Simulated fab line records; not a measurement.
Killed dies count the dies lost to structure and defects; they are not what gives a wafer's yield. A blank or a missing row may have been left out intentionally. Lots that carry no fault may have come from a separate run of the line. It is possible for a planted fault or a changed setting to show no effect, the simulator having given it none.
Matching of chambers || flow n5Finfet || N5_BEOL_M5_CURE_80 on uvCure-03: 3 sister chambers
The step cures SiCOH lowk, time 120 s. 16 wafers are shown with their chamber, then 8 later ones without.

WAFERS PAIRED WITH THEIR CHAMBERS
{"wafer": "L077.1", "chamber": 2, "wafer_temp_C_max": 370.9, "lampPowerPct (%)": 52.35}
{"wafer": "L077.2", "chamber": 2, "wafer_temp_C_max": 371.3, "lampPowerPct (%)": 52.32}
{"wafer": "L077.5", "chamber": 2, "wafer_temp_C_max": 370.9, "lampPowerPct (%)": 52.32}
{"wafer": "L076.1", "chamber": 0, "wafer_temp_C_max": 371.3, "lampPowerPct (%)": 52.23}
{"wafer": "L076.2", "chamber": 0, "wafer_temp_C_max": 371.0, "lampPowerPct (%)": 52.31}
{"wafer": "L076.4", "chamber": 0, "wafer_temp_C_max": 370.8, "lampPowerPct (%)": 52.34}
{"wafer": "L081.1", "chamber": 2, "wafer_temp_C_max": 371.5, "lampPowerPct (%)": 52.26}
{"wafer": "L081.3", "chamber": 2, "wafer_temp_C_max": 371.1, "lampPowerPct (%)": 52.30}
{"wafer": "L081.6", "chamber": 2, "wafer_temp_C_max": 371.2, "lampPowerPct (%)": 52.45}
{"wafer": "L080.3", "chamber": 1, "wafer_temp_C_max": 371.8, "lampPowerPct (%)": 52.33}
{"wafer": "L080.5", "chamber": 1, "wafer_temp_C_max": 371.8, "lampPowerPct (%)": 52.39}
{"wafer": "L080.6", "chamber": 1, "wafer_temp_C_max": 371.8, "lampPowerPct (%)": 52.36}
{"wafer": "L083.1", "chamber": 1, "wafer_temp_C_max": 371.6, "lampPowerPct (%)": 52.23}
{"wafer": "L083.4", "chamber": 1, "wafer_temp_C_max": 371.9, "lampPowerPct (%)": 52.29}
{"wafer": "L083.6", "chamber": 1, "wafer_temp_C_max": 372.4, "lampPowerPct (%)": 52.26}
{"wafer": "L089.2", "chamber": 1, "wafer_temp_C_max": 371.2, "lampPowerPct (%)": 52.16}

SIGNATURES (averages over the wafers above)
{"reading": "wafer_temp_C_max", "chamber 0": 371.033, "chamber 1": 371.786, "chamber 2": 371.150, "scatter within a chamber": 0.3}
{"reading": "lampPowerPct", "chamber 0": 52.2933, "chamber 1": 52.2886, "chamber 2": 52.3333, "scatter within a chamber": 0.0708}
Rule: a wafer's distance from a chamber is the root of the sum, over the readings, of the square of ((its reading less the chamber's mean) divided by the reading's scatter). If the next closest chamber is less than 2 further off than the closest, the wafer can't be placed; otherwise it belongs to the closest. The scatter is the square root of a quotient: the sum, over the shown wafers, of each reading's squared deviation from its chamber's mean, divided by wafers minus chambers.

WAFERS WHOSE CHAMBER IS MISSING
{"wafer": "L089.4", "wafer_temp_C_max": 371.6, "lampPowerPct (%)": 52.34}
{"wafer": "L089.5", "wafer_temp_C_max": 371.7, "lampPowerPct (%)": 52.40}
{"wafer": "L095.1", "wafer_temp_C_max": 370.9, "lampPowerPct (%)": 52.23}
{"wafer": "L095.2", "wafer_temp_C_max": 370.9, "lampPowerPct (%)": 52.36}
{"wafer": "L095.4", "wafer_temp_C_max": 371.2, "lampPowerPct (%)": 52.29}
{"wafer": "L097.4", "wafer_temp_C_max": 370.4, "lampPowerPct (%)": 52.39}
{"wafer": "L097.5", "wafer_temp_C_max": 370.1, "lampPowerPct (%)": 52.33}
{"wafer": "L097.6", "wafer_temp_C_max": 370.5, "lampPowerPct (%)": 52.35}

WHICH CHAMBER EACH ONE RAN IN
{"wafer": "L089.4", "from the rows above": "can't be placed: 1 or 2 or 0", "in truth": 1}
{"wafer": "L089.5", "from the rows above": "can't be placed: 1 or 2 or 0", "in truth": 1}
{"wafer": "L095.1", "from the rows above": "can't be placed: 0 or 2", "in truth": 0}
{"wafer": "L095.2", "from the rows above": "can't be placed: 2 or 0", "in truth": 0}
{"wafer": "L095.4", "from the rows above": "can't be placed: 0 or 2 or 1", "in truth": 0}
{"wafer": "L097.4", "from the rows above": "can't be placed: 0 or 2", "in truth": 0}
{"wafer": "L097.5", "from the rows above": "can't be placed: 0 or 2", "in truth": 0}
{"wafer": "L097.6", "from the rows above": "can't be placed: 0 or 2", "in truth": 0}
Correctly placed: 0 of 8. Cannot be placed on the basis of these rows: 8; the candidates contain the true chamber in 8. Number placed wrongly: 0.
